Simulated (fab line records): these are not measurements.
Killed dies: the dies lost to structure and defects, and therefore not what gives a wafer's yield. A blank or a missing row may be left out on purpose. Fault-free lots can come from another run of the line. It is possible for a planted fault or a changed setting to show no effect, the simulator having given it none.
Which tool is to blame? / flow nandHarc / Sampling: 6 lots, 18 wafers, 4 of 1302 route steps

== WHAT THE GAUGES READ, wafer by wafer ==
NHARC_P_M2_CD_MEAS_09: target cd 170 nm.
lot=L301; measured=day 7 00:47; on=cdSem-01; cdNm (nm)=169.3 169.1 169.5
lot=L306; measured=day 8 21:00; on=cdSem-02; cdNm (nm)=170.4 169.3 171.2
lot=L309; measured=day 9 23:08; on=cdSem-03; cdNm (nm)=169.0 168.7 169.5
lot=L313; measured=day 11 18:28; on=cdSem-03; cdNm (nm)=155.1 155.2 157.0 154.3 155.2 156.7
lot=L319; measured=day 14 04:04; on=cdSem-02; cdNm (nm)=170.3 169.8 171.0
lot=L321; measured=day 15 10:51; on=cdSem-01; cdNm (nm)=170.2 170.3 171.3

== WHAT TOOL EACH LOT RAN ON (gives the tool, then ch and the chambers of the sampled wafers, and finally the start) ==
lot=L301; NHARC_P_M1_PRE_CLEAN_30=pvdSputter-03, day 6 22:59 or earlier; NHARC_P_M1_CMP_23=cmp-02 ch 0,2,3, day 6 22:59; NHARC_P_M2_PEB_07=lithoTrack-04 ch 0, day 7 00:42
lot=L306; NHARC_P_M1_PRE_CLEAN_30=pvdSputter-02, day 8 19:09 or earlier; NHARC_P_M1_CMP_23=cmp-02 ch 0,1,2, day 8 19:09; NHARC_P_M2_PEB_07=lithoTrack-01 ch 0, day 8 20:55
lot=L309; NHARC_P_M1_PRE_CLEAN_30=pvdSputter-01, day 9 21:07 or earlier; NHARC_P_M1_CMP_23=cmp-02 ch 0,3, day 9 21:07; NHARC_P_M2_PEB_07=lithoTrack-04 ch 0, day 9 23:03
lot=L313; NHARC_P_M1_PRE_CLEAN_30=pvdSputter-02, day 11 16:38 or earlier; NHARC_P_M1_CMP_23=cmp-02 ch 0,2,3, day 11 16:38; NHARC_P_M2_PEB_07=lithoTrack-04 ch 0, day 11 18:23
lot=L319; NHARC_P_M1_PRE_CLEAN_30=pvdSputter-02, day 14 02:16 or earlier; NHARC_P_M1_CMP_23=cmp-02 ch 0,2,3, day 14 02:16; NHARC_P_M2_PEB_07=lithoTrack-01 ch 0, day 14 03:59
lot=L321; NHARC_P_M1_PRE_CLEAN_30=pvdSputter-01, day 15 09:01 or earlier; NHARC_P_M1_CMP_23=cmp-03 ch 1,3, day 15 09:01; NHARC_P_M2_PEB_07=lithoTrack-01 ch 0, day 15 10:46
- NHARC_P_M1_PRE_CLEAN_30: time 30 s.
- NHARC_P_M1_CMP_23: polishes, t overpolish 20 s, target thk 157.82 nm.
- NHARC_P_M2_PEB_07: peb time 65 s.

== THE ANSWER, worked out from the rows above alone ==
Rule: the usual values come from the lots themselves. Put in order of their means at a reading, lots are off if they are a third of the lots or fewer, leave a main group of 4 or more, and stand apart from it by a gap of 3 or more times the standard deviation of the main group's means; of several such gaps the widest counts. If all means in a main group match to the digits the tables above print for the reading, that group is not used. Also off: a lot with no number at a reading for which 4 or more lots have one. Any other lot the step has rows for is counted as sound.
Off: L313, at NHARC_P_M2_CD_MEAS_09 (cdNm). The main group: mean 169.9 nm, standard deviation 0.62.
If a tool, at a process step before that reading, ran all the lots that are off and no sound lot after the first of them, it fits. Gauges at NHARC_P_M2_CD_MEAS_09: tried the same way as those tools. With no start given for some of its lots, NHARC_P_M1_PRE_CLEAN_30 uses the hours and lot order of NHARC_P_M1_CMP_23. Undecided on this evidence; 2 tools fit (lithoTrack-04 at NHARC_P_M2_PEB_07, cdSem-03 at NHARC_P_M2_CD_MEAS_09).

== WHAT THE SIMULATOR HAD INSERTED ==
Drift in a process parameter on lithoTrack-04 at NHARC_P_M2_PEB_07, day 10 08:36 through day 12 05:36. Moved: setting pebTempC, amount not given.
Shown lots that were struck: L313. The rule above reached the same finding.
